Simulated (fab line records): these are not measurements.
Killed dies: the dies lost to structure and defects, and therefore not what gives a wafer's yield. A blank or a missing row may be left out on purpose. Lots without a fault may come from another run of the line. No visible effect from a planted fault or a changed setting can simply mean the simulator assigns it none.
fab line records	flow nand-harc
record lots=12	wafers=36	last-day=34
route steps=1302 shown P_GATE@132 END@1302
lots that met no fault: from a run of the same line without faults
start-h: the number of hours between the record's first day and the start of the first shown wafer of the lot	wait-h: how many hours have passed since the lot's step before this one	" as in the row above	L1.1+2: a row that stands for several wafers	- either no value or no given start	* or withheld: withheld	< > ~ a bound
route shown NAME@n: NAME is a module with steps in the file, n the number in the route of the first one	usual: mean/standard deviation of fault-free wafers	same: alike in all rows	chamber/n: place in a boat	sites: per-site readings	_std_site: standard deviation of those values	_edge_site: outer sites' mean less inner sites'	radius-mm: for every site, how far away it sits from the centre of the wafer	mask NAME#n: copy n	behind: the last tool/chamber to shape the wafer	hold: why the lot went on hold/how many hours it stayed there/how the hold came to an end	device: the transistor (n, p or np) that didn't switch	end of line: the same wafers' tests at the end of the route	a step without rows: its recipe alone	killed: count of dies lost to structure and defects at first sort (not the wafer's yield)	map: a wafer's dies, x killed, . not, _ none there
set.NAME: the setting as run; set.NAME@STEP: as run at that earlier step	model.NAME: the simulator's own value behind a step, which no gauge read
the route's steps for a sample of lots (tables are steps, rows are wafers)
services: from which hour (start-h, from the record's first day; less than 0 if before it) a tool's chamber was out of use, for how many hours, and why
## steps
# step NHARC_P_GATE_DEP_103
# recipe target-thk-a=300	target-thk-nm=30	temp-c=400	flow-sccm=200	rf-w=350	material=SiON
# usual heater-power-w=771/110
lot.wafer	tool	chamber	start-h	wait-h	heater-power-w
L620.3	pecvd-03	2	112.55	0.4	975
L620.2	"	0	"	"	699
L620.6	"	2	"	"	972
L621.2	pecvd-03	2	124.11	0.5	866
L621.6	"	1	"	"	644
L621.5	"	2	"	"	875
L624.1	pecvd-03	2	156.06	0.5	878
L624.2	"	0	"	"	717
L624.3	"	1	"	"	620
L625.1	pecvd-03	1	170.97	0.6	626
L625.3	"	2	"	"	1025
L625.6	"	2	"	"	984
L629.2	pecvd-04	2	208.00	0.5	863
L629.3	"	0	"	"	692
L629.4	"	0	"	"	664
L630.2	pecvd-02	2	211.92	0.5	651
L630.4	"	0	"	"	903
L630.5	"	1	"	"	806
L636.1	pecvd-02	1	281.16	1.1	852
L636.6	"	2	"	"	711
L636.4	"	1	"	"	866
L637.3	pecvd-04	0	285.79	0.3	646
L637.2	"	2	"	"	890
L637.5	"	1	"	"	737
L638.3	pecvd-02	1	293.59	0.3	728
L638.6	"	2	"	"	666
L638.4	"	0	"	"	897
L639.1	pecvd-04	2	301.98	0.6	882
L639.5	"	2	"	"	890
L639.4	"	0	"	"	627
L641.3	pecvd-03	2	323.58	0.3	970
L641.6	"	2	"	"	967
L641.4	"	1	"	"	797
L640.3	pecvd-03	0	347.74	0.4	641
L640.2	"	1	"	"	736
L640.6	"	1	"	"	735
# step NHARC_P_GATE_ALD_36
# recipe target-thk-a=200	pulse-time-s=60	ald-cycles=223	temp-c=400	material=SiNx
# usual heater-power-w=817/93	precursor-pulse-height-rel=1.000/0.019
lot.wafer	tool	chamber	start-h	wait-h	heater-power-w	precursor-pulse-height-rel
L620.2	ald-sin-01	3	115.73	-	838	1.039
L620.3	"	0	116.79	-	971	0.966
L620.6	"	3	119.94	-	852	0.988
L621.2	ald-sin-03	0	128.30	-	723	0.974
L621.6	"	2	130.43	-	954	1.028
L621.5	"	3	131.50	-	677	0.998
L624.1	ald-sin-03	1	159.25	-	966	1.034
L624.3	"	2	160.29	-	937	1.000
L624.2	"	3	161.33	-	687	0.996
L625.3	ald-sin-01	2	173.09	-	783	0.992
L625.1	"	0	175.22	-	1000	1.021
L625.6	"	2	177.35	-	811	0.983
L629.3	ald-sin-04	1	210.16	-	869	1.000
L629.4	"	3	212.31	-	736	0.973
L629.2	"	0	213.38	-	712	0.995
L630.4	ald-sin-03	2	215.05	-	882	0.966
L630.2	"	0	217.16	-	706	1.002
L630.5	"	1	218.22	-	949	1.015
L636.1	ald-sin-04	3	285.32	-	708	0.973
L636.4	"	0	286.37	-	695	1.015
L636.6	"	1	287.41	-	865	1.025
L637.2	ald-sin-01	1	287.91	-	700	1.012
L637.3	"	0	291.04	-	964	1.005
L637.5	"	1	292.08	-	698	1.001
L638.3	ald-sin-03	0	295.71	-	711	0.976
L638.4	"	2	301.31	-	895	0.991
L638.6	"	3	302.71	-	660	0.973
L639.1	ald-sin-04	2	303.95	-	912	0.966
L639.4	"	3	305.00	-	726	0.981
L639.5	"	2	308.18	-	867	1.027
L641.3	ald-sin-01	0	325.74	-	933	0.997
L641.4	"	3	328.91	-	867	0.992
L641.6	"	0	329.96	-	932	0.994
L640.3	ald-sin-01	3	349.83	-	825	0.981
L640.2	"	2	352.63	-	833	0.993
L640.6	"	2	356.83	-	829	0.974
# step NHARC_P_GATE_EXPOSE_56
# recipe na=0.6	target-cd-nm=720	dose-mj=14.81	mask-id=P_PSD
# usual exposure-dose-mJ-cm2=14.813/0.017	stage-vel-mm-s=500.02/0.24
lot.wafer	tool	chamber	start-h	wait-h	mask	exposure-dose-mJ-cm2	stage-vel-mm-s
L620.2	krf-scanner-03	0	126.66	-	P_PSD#0	14.818	500.16
L620.3	"	0	"	"	P_PSD#0	14.799	500.21
L620.6	"	0	"	"	P_PSD#0	14.818	500.13
L621.2	krf-scanner-02	0	138.24	-	P_PSD#0	14.792	499.94
L621.5	"	0	"	"	P_PSD#0	14.812	499.99
L621.6	"	0	"	"	P_PSD#0	14.790	499.99
L624.1	krf-scanner-02	0	170.02	-	P_PSD#0	14.827	499.94
L624.2	"	0	"	"	P_PSD#0	14.784	499.75
L624.3	"	0	"	"	P_PSD#0	14.813	499.89
L625.1	krf-scanner-02	0	185.03	-	P_NSD#0	14.798	500.11
L625.3	"	0	"	"	P_NSD#0	14.815	500.04
L625.6	"	0	"	"	P_NSD#0	14.783	500.16
L629.2	krf-scanner-02	0	222.39	-	P_PSD#0	14.801	499.67
L629.3	"	0	"	"	P_PSD#0	14.812	500.17
L629.4	"	0	"	"	P_PSD#0	14.811	500.19
L630.2	krf-scanner-02	0	225.99	-	P_PSD#0	14.821	499.94
L630.4	"	0	"	"	P_PSD#0	14.818	500.27
L630.5	"	0	"	"	P_PSD#0	14.817	500.15
L636.1	krf-scanner-03	0	295.28	-	P_PSD#0	14.825	500.21
L636.4	"	0	"	"	P_PSD#0	14.823	499.97
L636.6	"	0	"	"	P_PSD#0	14.799	500.07
L637.2	krf-scanner-03	0	299.84	-	P_PSD#0	14.845	499.91
L637.3	"	0	"	"	P_PSD#0	14.847	499.61
L637.5	"	0	"	"	P_PSD#0	14.845	499.89
L638.3	krf-scanner-03	0	309.84	-	P_PSD#0	14.815	499.73
L638.4	"	0	"	"	P_PSD#0	14.833	500.30
L638.6	"	0	"	"	P_PSD#0	14.840	499.83
L639.1	krf-scanner-02	0	316.08	-	P_PSD#0	14.801	500.32
L639.4	"	0	"	"	P_PSD#0	14.807	500.22
L639.5	"	0	"	"	P_PSD#0	14.818	500.27
L641.3	krf-scanner-03	0	338.15	-	P_PSD#0	14.823	500.31
L641.4	"	0	"	"	P_PSD#0	14.843	499.68
L641.6	"	0	"	"	P_PSD#0	14.795	500.47
L640.2	krf-scanner-02	0	363.78	-	P_PSD#0	14.810	499.72
L640.3	"	0	"	"	P_PSD#0	14.828	500.08
L640.6	"	0	"	"	P_PSD#0	14.801	500.57
# step NHARC_P_GATE_CD_MEAS_59
# recipe target-cd-nm=720	landing-energy-ev=500
# usual cd-nm=719.9/1.2
lot.wafer	tool	chamber	start-h	wait-h	cd-nm
L620.2	cd-sem-02	0	126.81	-	717.7
L620.3	"	0	"	"	718.3
L620.6	"	0	"	"	719.7
L621.2	cd-sem-03	0	138.40	-	717.0
L621.5	"	0	"	"	718.8
L621.6	"	0	"	"	717.1
L624.1	cd-sem-01	0	170.18	-	720.4
L624.2	"	0	"	"	720.8
L624.3	"	0	"	"	720.1
L625.1	cd-sem-02	0	185.19	-	-
L625.3	"	0	"	"	-
L625.6	"	0	"	"	-
L629.2	cd-sem-01	0	222.54	-	720.0
L629.3	"	0	"	"	719.8
L629.4	"	0	"	"	720.3
L630.2	cd-sem-03	0	226.15	-	719.6
L630.4	"	0	"	"	718.8
L630.5	"	0	"	"	719.5
L636.1	cd-sem-03	0	295.44	-	721.5
L636.4	"	0	"	"	719.7
L636.6	"	0	"	"	720.2
L637.2	cd-sem-02	0	299.99	-	720.2
L637.3	"	0	"	"	719.7
L637.5	"	0	"	"	718.7
L638.3	cd-sem-03	0	309.99	-	720.4
L638.4	"	0	"	"	719.3
L638.6	"	0	"	"	719.3
L639.1	cd-sem-01	0	316.24	-	718.6
L639.4	"	0	"	"	719.5
L639.5	"	0	"	"	719.0
L641.3	cd-sem-02	0	338.30	-	719.8
L641.4	"	0	"	"	722.4
L641.6	"	0	"	"	719.9
L640.2	cd-sem-03	0	363.93	-	721.3
L640.3	"	0	"	"	721.5
L640.6	"	0	"	"	722.5
# step NHARC_P_GATE_STRIP_112
# recipe power-w=1500	temp-c=110	time-s=200	chemistry=N2/H2
# usual drypump-motor-current-A=5.8/0.5	heater-power-w=88/12
lot.wafer	tool	chamber	start-h	wait-h	drypump-motor-current-A	heater-power-w	rf-hours-counter-h
L620.2	plasma-asher-02	1	127.38	0.2	6.6	99	8
L620.3	"	0	"	"	5.2	101	-
L620.6	"	0	"	"	5.2	100	-
L621.2	plasma-asher-02	0	138.92	0.2	5.2	103	11
L621.6	"	0	"	"	5.2	100	-
L621.5	"	1	"	"	6.6	97	-
L624.1	plasma-asher-02	0	170.73	0.2	5.2	105	19
L624.2	"	1	"	"	6.6	99	19
L624.3	"	1	"	"	6.7	98	-
L625.1	plasma-asher-01	1	185.76	0.2	5.7	69	2
L625.3	"	1	"	"	5.7	72	-
L625.6	"	0	"	"	5.7	84	-
L629.2	plasma-asher-01	1	223.11	0.2	5.7	69	8
L629.3	"	0	"	"	5.7	85	-
L629.4	"	1	"	"	5.7	69	-
L630.2	plasma-asher-01	1	226.67	0.2	5.7	70	10
L630.4	"	1	"	"	5.7	69	-
L630.5	"	0	"	"	5.7	85	-
L636.1	plasma-asher-01	0	295.97	0.2	5.7	84	24
L636.4	"	0	"	"	5.7	85	-
L636.6	"	1	"	"	5.7	68	-
L637.2	plasma-asher-01	1	300.51	0.2	5.7	69	25
L637.3	"	0	"	"	5.7	85	-
L637.5	"	1	"	"	5.7	70	-
L638.3	plasma-asher-01	0	310.61	0.2	5.7	83	-
L638.4	"	1	"	"	5.7	67	-
L638.6	"	1	"	"	5.7	69	-
L639.1	plasma-asher-02	0	316.78	0.2	5.2	99	13
L639.4	"	1	"	"	6.7	95	-
L639.5	"	1	"	"	6.6	95	-
L641.4	plasma-asher-01	0	338.91	0.2	5.7	84	-
L641.3	"	1	"	"	5.8	71	-
L641.6	"	1	"	"	5.7	69	-
L640.2	plasma-asher-01	1	364.48	0.2	5.8	72	3
L640.3	"	0	"	"	5.7	87	-
L640.6	"	1	"	"	5.7	74	-
# step NHARC_END_SORT_01
# recipe temp-c=25
# usual killed-at-array=58/15	killed-at-other=0.8/1.2	killed-at-periphery=3.5/2.5	killed-dies=62/15	killed-open=3.2/1.7	killed-short=2.4/1.5
# same gross-dies=677
lot.wafer	tool	chamber	start-h	wait-h	killed-at-array	killed-at-other	killed-at-periphery	killed-dies	killed-open	killed-short
L625.1	prober-02	0	644.12	2.5	61	2	614	677	8	3
L625.3	prober-02	0	645.73	3.1	67	1	609	677	4	3
L625.6	prober-02	0	648.15	4.0	53	1	623	677	2	2
# killed by level:class
L625.1 P_GATE:area-expose=606 A_CHANNEL_HOLE_D2:chamber-film-flake=26 A_CONTACT:chamber-film-flake=8 A_STAIRCASE:chamber-film-flake=6 A_M1:chamber-film-flake=5 A_CHANNEL_HOLE_D1:chamber-film-flake=4 A_SLIT:chamber-film-flake=3 P_GATE:geometric-particle:open=2
L625.3 P_GATE:area-expose=604 A_CHANNEL_HOLE_D2:chamber-film-flake=34 A_STAIRCASE:chamber-film-flake=10 A_CHANNEL_HOLE_D1:chamber-film-flake=6 A_CONTACT:chamber-film-flake=5 P_ZERO_WELL:chamber-film-flake=3 P_CONTACT:geometric-particle:short=1 A_DECK1_JOINT:geometric-particle:open=1
L625.6 P_GATE:area-expose=616 A_CHANNEL_HOLE_D2:chamber-film-flake=29 A_CHANNEL_HOLE_D1:chamber-film-flake=5 A_SLIT:chamber-film-flake=5 A_STAIRCASE:chamber-film-flake=5 P_ZERO_WELL:chamber-film-flake=3 A_CONTACT:chamber-film-flake=3 P_BONDPAD:chamber-film-flake=2
## services
tool	chamber	start-h	hours	kind
krf-scanner-02	-	94.00	4.0	pm
plasma-asher-02	-	96.02	1.3	repair
krf-scanner-02	-	102.59	6.0	repair
ald-sin-01	0	137.15	4.3	repair
krf-scanner-03	-	144.12	0.6	repair
plasma-asher-01	-	165.00	9.0	pm
ald-sin-03	-	170.13	10.0	pm
pecvd-03	-	185.11	13.0	pm
ald-sin-01	-	212.00	10.0	pm
krf-scanner-03	-	224.01	4.0	pm
krf-scanner-03	-	232.11	0.2	repair
plasma-asher-02	-	249.00	9.0	pm
plasma-asher-01	-	256.81	1.9	repair
krf-scanner-02	-	266.00	4.0	pm
krf-scanner-03	-	269.40	0.7	repair
ald-sin-01	3	271.08	10.4	repair
ald-sin-03	1	292.66	6.0	repair
krf-scanner-03	-	297.12	0.1	repair
ald-sin-01	2	317.06	2.0	repair
krf-scanner-03	-	318.07	0.3	repair
ald-sin-01	0	337.57	7.3	repair
plasma-asher-01	-	342.00	9.0	pm
krf-scanner-03	-	350.13	0.7	repair
ald-sin-01	3	359.96	12.7	repair
## key
first-sign step=NHARC_P_GATE_EXPOSE_56	reading=mask	direction=changed
effect step=NHARC_P_GATE_CD_MEAS_59	reading=cd-nm	direction=missing
effect step=NHARC_END_SORT_01	reading=killed-at-periphery	direction=up	sigmas=99+	usual=3.5	struck=615.3
more-kills-born-at NHARC_P_GATE_EXPOSE_56@krf-scanner-02=1826
met-at NHARC_P_GATE_EXPOSE_56
struck-lots L625
later-rows-left-out L625.1,L625.3,L625.6
tester-left-out L625
not-acting-at NHARC_P_GATE_DEP_103,NHARC_P_GATE_ALD_36,NHARC_P_GATE_STRIP_112
onset-between 170.02 185.03
fault kind=wrong-mask	tool=any	chamber=-	onset-h=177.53	steps=NHARC_P_GATE_EXPOSE_56	aux-copy=P_NSD#0	scope=struck-lots-only
# tester-left-out: of these lots the tester's yield and bins aren't shown, on N5 and GAA mostly nor the transistor test; their killed dies are dies lost to structure and defects alone, not to doping, threshold or leakage, so they don't give the yield
# later-rows-left-out: the simulator's readings of these wafers behind a module that went badly wrong aren't trusted and aren't shown, but for the sort
